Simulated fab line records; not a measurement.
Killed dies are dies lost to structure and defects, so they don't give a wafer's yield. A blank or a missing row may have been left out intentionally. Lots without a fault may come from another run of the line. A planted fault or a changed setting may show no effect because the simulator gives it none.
A single fault, viewed from 3 desks / flow n5_finfet / only its own numbers are on each desk; what lay behind them is given at the end

## THE TOOL OWNER'S DESK: cmp-03
The tool's own readings at N5_BEOL_M7_CMP_52 (polishes, stops on SiCOH lowk, t overpolish 6.9 s, target thk 80 nm): means of the sampled wafers that have a number, for each lot that ran on this tool. A lot is out of limits, marked OUT, if its mean lies more than 4 standard deviations from the usual mean; the brackets give that distance.
Columns: A = barrier_field_endpoint_s at N5_BEOL_M7_CMP_52, usual 29.0 s; B = edge_zone_pressure_frac at N5_BEOL_M7_CMP_52, usual 1.001; C = motor_current_A at N5_BEOL_M7_CMP_52, usual 5.8 A; D = overpolish_run_s at N5_BEOL_M7_CMP_52, usual 6.900 s; E = time_to_endpoint_s at N5_BEOL_M7_CMP_52, usual 63 s
lot=L873; first seen here=day 10 10:45; A=28.6; B=1.001; C=5.7; D=6.904; E=59
lot=L876; first seen here=day 11 08:21; A=29.0; B=1.004; C=5.5; D=6.892; E=63
lot=L881; first seen here=day 13 04:57; A=28.6; B=1.007; C=5.2; D=6.911; E=63
lot=L879; first seen here=day 13 08:16; A=28.1; B=1.002; C=5.5; D=6.904; E=60
This desk found nothing out of limits on any of the 4 lots.

## METROLOGY DESK
Lot by lot, what the gauges showed, no matter which tool ran the lot: averages of those sampled wafers that carry a number. A lot is out of limits, marked OUT, if its mean lies more than 4 standard deviations from the usual mean; the brackets give that distance.
Columns: A = trench_depth_nm at N5_BEOL_M7_OCD_MEAS_38, usual 91.8 nm; B = cd_nm at N5_BEOL_M7_CD_MEAS_35, usual 39.6 nm
lot=L870; first seen here=day 9 13:19; A=90.0; B=40.0
lot=L872; first seen here=day 9 23:40; A=93.4; B=39.1
lot=L873; first seen here=day 10 08:05; A=92.5; B=39.8
lot=L874; first seen here=day 10 16:47; A=92.4; B=39.3
lot=L876; first seen here=day 11 06:31; A=93.1; B=39.9
lot=L878; first seen here=day 12 03:48; A=91.6; B=39.7
lot=L881; first seen here=day 13 02:54; A=91.8; B=40.1
lot=L879; first seen here=day 13 04:58; A=89.1; B=39.2
lot=L889; first seen here=day 14 11:02; A=92.9; B=39.6
lot=L890; first seen here=day 15 10:46; A=91.3; B=39.3
lot=L892; first seen here=day 15 17:38; A=93.5; B=40.1
This desk found nothing out of limits on any of the 11 lots.

## THE DEFECT DESK
Lot by lot, what the route's inspections counted, given as the mean of those sampled wafers with a number. A lot is out of limits, marked OUT, if its mean lies more than 4 standard deviations from the usual mean; the brackets give that distance.
Columns: A = raw_defect_count at N5_BEOL_M7_INSPECT_58, usual 70; B = raw_defect_count at N5_BEOL_M8_INSPECT_13, usual 413
lot=L870; first seen here=day 9 16:58; A=60; B=384
lot=L872; first seen here=day 10 01:55; A=94; B=412
lot=L873; first seen here=day 10 11:10; A=99; B=344
lot=L874; first seen here=day 10 19:17; A=72; B=388
lot=L876; first seen here=day 11 08:48; A=35; B=609
lot=L878; first seen here=day 12 07:34; A=48; B=516
lot=L881; first seen here=day 13 05:24; A=778 (+26) OUT; B=1068 (+6.0) OUT
lot=L879; first seen here=day 13 08:36; A=715 (+24) OUT; B=929 (+4.7) OUT
lot=L889; first seen here=day 14 14:30; A=81; B=399
lot=L890; first seen here=day 15 14:32; A=39; B=290
lot=L892; first seen here=day 15 22:14; A=130; B=604
This desk's finding: out of limits on L879, L881; first on L881, day 13 05:24 (raw_defect_count at N5_BEOL_M7_INSPECT_58). L870, L872, L873, L874, L876, L878, L889, L890, L892: within limits.

## PUT TOGETHER
The defect desk could have raised an alarm at day 13 05:24, on L879, L881.
Nothing out of limits was seen by the tool owner's desk.
At the metrology desk, nothing out of limits was observed.
The tool owner's desk has L879, L881 on record, within its limits.
The metrology desk has L879, L881 on record, within its limits.
Every lot named ran N5_BEOL_M7_CMP_52 on cmp-03.

## WHAT THE SIMULATOR HAD INSERTED
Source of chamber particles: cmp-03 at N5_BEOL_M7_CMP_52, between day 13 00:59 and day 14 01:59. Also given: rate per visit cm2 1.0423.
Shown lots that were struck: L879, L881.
Hours from the fault's start to each desk's first reading out of limits: the defect desk, 4.
